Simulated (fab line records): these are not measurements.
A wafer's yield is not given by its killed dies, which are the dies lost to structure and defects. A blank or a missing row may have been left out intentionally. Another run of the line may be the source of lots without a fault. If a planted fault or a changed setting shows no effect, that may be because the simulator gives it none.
Which of the tools did it? :: flow nand_harc :: 6 lots with 18 wafers sampled at 5 steps, on a route of 1302 steps

WHAT THE GAUGES READ, wafer by wafer
NHARC_END_SORT_01.
lot: L961
measured: day 27 04:52
on: prober-01
killed_at_array: 86 90 677

WHICH TOOL RAN EACH LOT (tool, then ch and the chambers of the sampled wafers, then the start)
lot: L956
NHARC_A_STAIRCASE_DEP_280: pecvd-01 ch 0,1, day 17 02:00
NHARC_A_BONDPAD_PVD_17: pvd_sputter-02, day 24 21:10 or earlier
NHARC_THIN_TSV_ETCH_44: rie_diel-04 ch 0,1,2, day 24 21:10
NHARC_THIN_TSV_DESCUM_35: rie_diel-03 ch 2,3, day 25 02:50

lot: L959
NHARC_A_STAIRCASE_DEP_280: pecvd-03 ch 0,2, day 17 23:23
NHARC_A_BONDPAD_PVD_17: pvd_sputter-03, day 25 07:23 or earlier
NHARC_THIN_TSV_ETCH_44: rie_diel-04 ch 0,2, day 25 07:23
NHARC_THIN_TSV_DESCUM_35: rie_diel-01 ch 1,2, day 25 13:15

lot: L961
NHARC_A_STAIRCASE_DEP_280: pecvd-03 ch 0,1,2, day 19 10:05
NHARC_A_BONDPAD_PVD_17: pvd_sputter-03, day 26 14:21 or earlier
NHARC_THIN_TSV_ETCH_44: rie_diel-01 ch 2,3, day 26 14:21
NHARC_THIN_TSV_DESCUM_35: rie_diel-01 ch 1,2, day 26 20:02

lot: L974
NHARC_A_STAIRCASE_DEP_280: pecvd-01 ch 0,2, day 24 06:22
NHARC_A_BONDPAD_PVD_17: pvd_sputter-01, day 31 13:12 or earlier
NHARC_THIN_TSV_ETCH_44: rie_diel-04 ch 1,2,3, day 31 13:12
NHARC_THIN_TSV_DESCUM_35: rie_diel-03 ch 1,2,3, day 31 18:52

lot: L973
NHARC_A_STAIRCASE_DEP_280: pecvd-03 ch 0,1,2, day 24 19:10
NHARC_A_BONDPAD_PVD_17: pvd_sputter-01, day 32 08:06 or earlier
NHARC_THIN_TSV_ETCH_44: rie_diel-04 ch 1,2,3, day 32 08:06
NHARC_THIN_TSV_DESCUM_35: rie_diel-04 ch 0,1,3, day 32 13:54

lot: L976
NHARC_A_STAIRCASE_DEP_280: pecvd-03 ch 0,1,2, day 25 06:56
NHARC_A_BONDPAD_PVD_17: pvd_sputter-03, day 32 21:01 or earlier
NHARC_THIN_TSV_ETCH_44: rie_diel-01 ch 0,2, day 32 21:01
NHARC_THIN_TSV_DESCUM_35: rie_diel-04 ch 2,3, day 33 02:50
- NHARC_A_STAIRCASE_DEP_280: deposits SiON, target thk 30 nm.
- NHARC_A_BONDPAD_PVD_17: deposits TaN, target thk 5 nm, time 8.06 s.
- NHARC_THIN_TSV_ETCH_44: etches the open film in CF4/O2, target depth 1594.2 nm, time 797.1 s.
- NHARC_THIN_TSV_DESCUM_35: chemistry O2, time 3 s.

THE ANSWER, worked out from the rows above alone
Rule: usual is defined by the lots themselves. The widest of any qualifying gaps counts: lots, ordered by their means at a reading, are off when they make up no more than a third of the lots, leave a main group of 4 or more, and stand apart from it by 3 or more times the standard deviation of that group's means. The tables above print the reading to a certain number of digits; a main group whose means all agree to those digits is not used. A lot without any number at a reading at which 4 lots or more have one is off too. All remaining lots with rows at the step are treated as sound.
None of the lots is off at any reading shown; this tells nothing.

WHAT THE SIMULATOR PUT IN
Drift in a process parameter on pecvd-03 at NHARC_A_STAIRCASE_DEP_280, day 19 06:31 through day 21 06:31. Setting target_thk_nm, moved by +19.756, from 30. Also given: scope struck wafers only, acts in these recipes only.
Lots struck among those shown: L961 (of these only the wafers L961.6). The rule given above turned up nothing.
